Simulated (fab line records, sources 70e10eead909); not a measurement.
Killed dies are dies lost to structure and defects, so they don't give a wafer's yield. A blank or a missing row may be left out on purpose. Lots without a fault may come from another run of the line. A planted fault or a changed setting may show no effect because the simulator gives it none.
Which tool did it? | flow nand_harc | 12 lots, 36 wafers sampled, at 6 steps of a route of 1302

WHAT THE GAUGES READ, wafer by wafer
NHARC_A_ONON_D1_THK_MEAS_27: measures by ellipsometry.
lot  | measured     | on            | thk_nm (nm)
L567 | day 8 07:13  | film_metro-02 | 998 997 996
L568 | day 8 07:14  | film_metro-01 | 1002 1001 1001
L570 | day 9 18:14  | film_metro-02 | 1002 1002 1000
L571 | day 9 18:15  | film_metro-01 | 1009 1007 1007
L574 | day 11 05:13 | film_metro-01 | 997 995 994
L580 | day 13 15:06 | film_metro-02 | 925 926 927
L581 | day 14 08:25 | film_metro-02 | 935 936 935
L582 | day 14 08:23 | film_metro-01 | 1002 1000 1002
L583 | day 15 04:13 | film_metro-01 | 1010 1009 1010
L585 | day 15 18:16 | film_metro-01 | 1007 1008 1007
L589 | day 17 09:16 | film_metro-02 | 1009 1007 1008
L590 | day 17 22:19 | film_metro-02 | 1011 1012 1011

NHARC_A_CHANNEL_HOLE_D1_CD_MEAS_10: target cd 100 nm.
lot  | measured     | on        | cd_nm (nm)
L567 | day 8 11:43  | cd_sem-02 | 99.8 99.8 100.4
L568 | day 8 12:14  | cd_sem-01 | 98.9 99.2 99.5
L570 | day 10 01:26 | cd_sem-02 | 99.9 99.0 99.4
L571 | day 10 01:48 | cd_sem-03 | 99.2 99.2 99.5
L574 | day 11 10:07 | cd_sem-01 | 99.3 99.9 99.8
L582 | day 14 13:22 | cd_sem-03 | 100.4 99.4 99.4
L583 | day 15 08:12 | cd_sem-01 | 99.9 100.2 99.3
L585 | day 15 22:08 | cd_sem-01 | 100.6 101.1 99.7
L589 | day 17 16:07 | cd_sem-03 | 99.4 100.2 100.1
L590 | day 18 03:04 | cd_sem-02 | 100.6 100.6 99.7

NHARC_END_SORT_01.
lot  | measured     | on        | killed_at_array | killed_at_other | killed_at_periphery | killed_dies | killed_open | killed_short
L580 | day 30 05:26 | prober-02 | 666 672 672     | 6 0 4           | 5 5 1               | 677 677 677 | 1 2 6       | 5 5 2
L581 | day 30 09:55 | prober-01 | 671 675 669     | 3 1 2           | 3 1 6               | 677 677 677 | 2 4 0       | 2 1 2

WHICH TOOL RAN EACH LOT (tool, then ch and the chambers of the sampled wafers, then the start)
lot  | NHARC_P_BONDPAD_ACTIVATE_29        | NHARC_A_ZERO_WELL_DESCUM_12        | NHARC_A_ONON_D1_DEP_25
L567 | rie_diel-05 ch 2,3, day 6 19:51    | rie_diel-08 ch 1,2, day 6 21:17    | pecvd_onon-04 ch 0, day 8 06:43
L568 | rie_diel-05 ch 0,1,2, day 6 22:52  | rie_diel-06 ch 0,1,3, day 7 00:20  | pecvd_onon-03 ch 0, day 8 06:44
L570 | rie_diel-01 ch 2,3, day 8 03:20    | rie_diel-08 ch 2,3, day 8 04:36    | pecvd_onon-02 ch 0, day 9 17:51
L571 | rie_diel-01 ch 2,3, day 8 08:20    | rie_diel-06 ch 1,3, day 8 09:38    | pecvd_onon-03 ch 0, day 9 17:51
L574 | rie_diel-07 ch 1,3, day 9 16:23    | rie_diel-08 ch 0,2,3, day 9 17:46  | pecvd_onon-03 ch 0, day 11 04:49
L580 | rie_diel-07 ch 0,2,3, day 12 02:31 | rie_diel-06 ch 2,3, day 12 03:55   | pecvd_onon-03 ch 0, day 13 14:39
L581 | rie_diel-01 ch 2,3, day 12 19:27   | rie_diel-06 ch 0,2,3, day 12 20:52 | pecvd_onon-03 ch 0, day 14 08:02
L582 | rie_diel-05 ch 1,2,3, day 12 19:58 | rie_diel-06 ch 0,1,3, day 12 21:15 | pecvd_onon-02 ch 0, day 14 08:00
L583 | rie_diel-07 ch 0,2,3, day 13 15:55 | rie_diel-06 ch 2,3, day 13 17:18   | pecvd_onon-04 ch 0, day 15 03:46
L585 | rie_diel-01 ch 0,3, day 14 04:20   | rie_diel-06 ch 0,2,3, day 14 05:44 | pecvd_onon-04 ch 0, day 15 17:52
L589 | rie_diel-01 ch 2,3, day 16 00:16   | rie_diel-08 ch 0,3, day 16 01:33   | pecvd_onon-04 ch 0, day 17 08:45
L590 | rie_diel-01 ch 0,1,2, day 16 07:41 | rie_diel-06 ch 0,1,3, day 16 08:59 | pecvd_onon-02 ch 0, day 17 21:48
- NHARC_P_BONDPAD_ACTIVATE_29: chemistry N2, time 60 s.
- NHARC_A_ZERO_WELL_DESCUM_12: chemistry O2, time 3 s.
- NHARC_A_ONON_D1_DEP_25: target thk 1000 nm.

WHAT THE TOOLS THEMSELVES READ (means of the sampled wafers that have a number; where no wafer has one, the mark that the record gives instead)
NHARC_P_BONDPAD_ACTIVATE_29.
lot  | tool        | drypump_motor_current_A (A) | n2_flow_sccm (sccm) | oes_product_au (a.u.) | rf_vpp_V (V) | showerhead_plenum_p_Torr (Torr)
L567 | rie_diel-05 | 5.3                         | 200.3               | 1.000                 | 63.4         | 1.75
L568 | rie_diel-05 | 5.6                         | 200.4               | 1.012                 | 63.2         | 1.70
L570 | rie_diel-01 | 6.0                         | 200.3               | 1.004                 | 63.6         | 1.73
L571 | rie_diel-01 | 6.0                         | 200.1               | 0.998                 | 64.1         | 1.73
L574 | rie_diel-07 | 6.0                         | 200.4               | 1.004                 | 64.0         | 1.72
L580 | rie_diel-07 | 6.0                         | 200.9               | 0.993                 | 63.6         | 1.75
L581 | rie_diel-01 | 5.9                         | 200.5               | 1.003                 | 64.8         | 1.81
L582 | rie_diel-05 | 5.6                         | 199.5               | 1.003                 | 63.9         | 1.72
L583 | rie_diel-07 | 6.0                         | 200.1               | 1.004                 | 63.9         | 1.75
L585 | rie_diel-01 | 5.5                         | 199.7               | 1.003                 | 64.4         | 1.69
L589 | rie_diel-01 | 5.9                         | 200.3               | 1.004                 | 64.5         | 1.81
L590 | rie_diel-01 | 5.4                         | 199.8               | 1.005                 | 63.9         | 1.75

NHARC_A_ZERO_WELL_DESCUM_12.
lot  | tool        | drypump_motor_current_A (A) | oes_product_au (a.u.) | rf_vpp_V (V) | showerhead_plenum_p_Torr (Torr) | throttle_valve_pct (%)
L567 | rie_diel-08 | 5.7                         | 1.001                 | 58.1         | 1.90                            | 11.314
L568 | rie_diel-06 | 5.8                         | 0.984                 | 57.5         | 1.96                            | 11.316
L570 | rie_diel-08 | 5.5                         | 0.992                 | 56.7         | 1.89                            | 11.315
L571 | rie_diel-06 | 5.9                         | 0.993                 | 57.6         | 1.99                            | 11.309
L574 | rie_diel-08 | 5.8                         | 1.005                 | 58.4         | 1.84                            | 11.314
L580 | rie_diel-06 | 5.2                         | 0.995                 | 58.8         | 2.06                            | 11.311
L581 | rie_diel-06 | 5.5                         | 0.985                 | 58.6         | 2.03                            | 11.314
L582 | rie_diel-06 | 5.9                         | 0.994                 | 58.2         | 1.96                            | 11.317
L583 | rie_diel-06 | 5.6                         | 0.991                 | 57.7         | 2.05                            | 11.309
L585 | rie_diel-06 | 5.5                         | 0.985                 | 58.8         | 2.03                            | 11.316
L589 | rie_diel-08 | 6.0                         | 1.017                 | 57.4         | 1.79                            | 11.313
L590 | rie_diel-06 | 5.8                         | 0.999                 | 57.7         | 1.96                            | 11.317

NHARC_A_ONON_D1_DEP_25.
lot  | tool          | n2_flow_sccm (sccm) | susceptor_temp_C (C)
L567 | pecvd_onon-04 | 2758                | 400.10
L568 | pecvd_onon-03 | 2753                | 400.04
L570 | pecvd_onon-02 | 2751                | 400.10
L571 | pecvd_onon-03 | 2750                | 399.86
L574 | pecvd_onon-03 | 2757                | 399.80
L580 | pecvd_onon-03 | 2763                | 399.81
L581 | pecvd_onon-03 | 2750                | 400.02
L582 | pecvd_onon-02 | 2742                | 399.78
L583 | pecvd_onon-04 | 2749                | 400.15
L585 | pecvd_onon-04 | 2746                | 399.59
L589 | pecvd_onon-04 | 2748                | 399.89
L590 | pecvd_onon-02 | 2746                | 399.98

THE ANSWER, worked out from the rows above alone
Rule: what is usual is taken from the lots themselves. Put in order of their means at a reading, lots are off if they are a third of the lots or fewer, leave a main group of 4 or more, and stand apart from it by a gap of 3 or more times the standard deviation of the main group's means; of several such gaps the widest counts. A main group whose means are all the same, to the digits that the tables above print for the reading, isn't used. A lot without any number at a reading at which 4 lots or more have one is off too. The other lots that the step has rows for count as sound. The gauges are gone through in route order, then the tools' own readings, and for those a lot's mean is taken as printed above. The first step at which some lot is off is used, and at that step the reading that is off furthest; a lot without a number counts as furthest.
Off: L580, L581, at NHARC_A_ONON_D1_THK_MEAS_27 (thk_nm). The main group: mean 1004 nm, standard deviation 5.2.
A tool fits if, at a process step before that reading, it ran every lot that is off, and no sound lot after the first of them. The gauges at NHARC_A_ONON_D1_THK_MEAS_27 are tried like those tools. One fits: pecvd_onon-03 at NHARC_A_ONON_D1_DEP_25. Its last sound lot is L574 (day 11 04:49), its first lot that is off L580 (day 13 14:39): a fault that began between those two fits.

WHAT THE SIMULATOR HAD PUT IN
Process parameter drift: pecvd_onon-03, from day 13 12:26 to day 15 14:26, at NHARC_A_ONON_D1_DEP_25. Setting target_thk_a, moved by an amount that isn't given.
Lots struck among those shown: L580, L581. The rule above found the same.
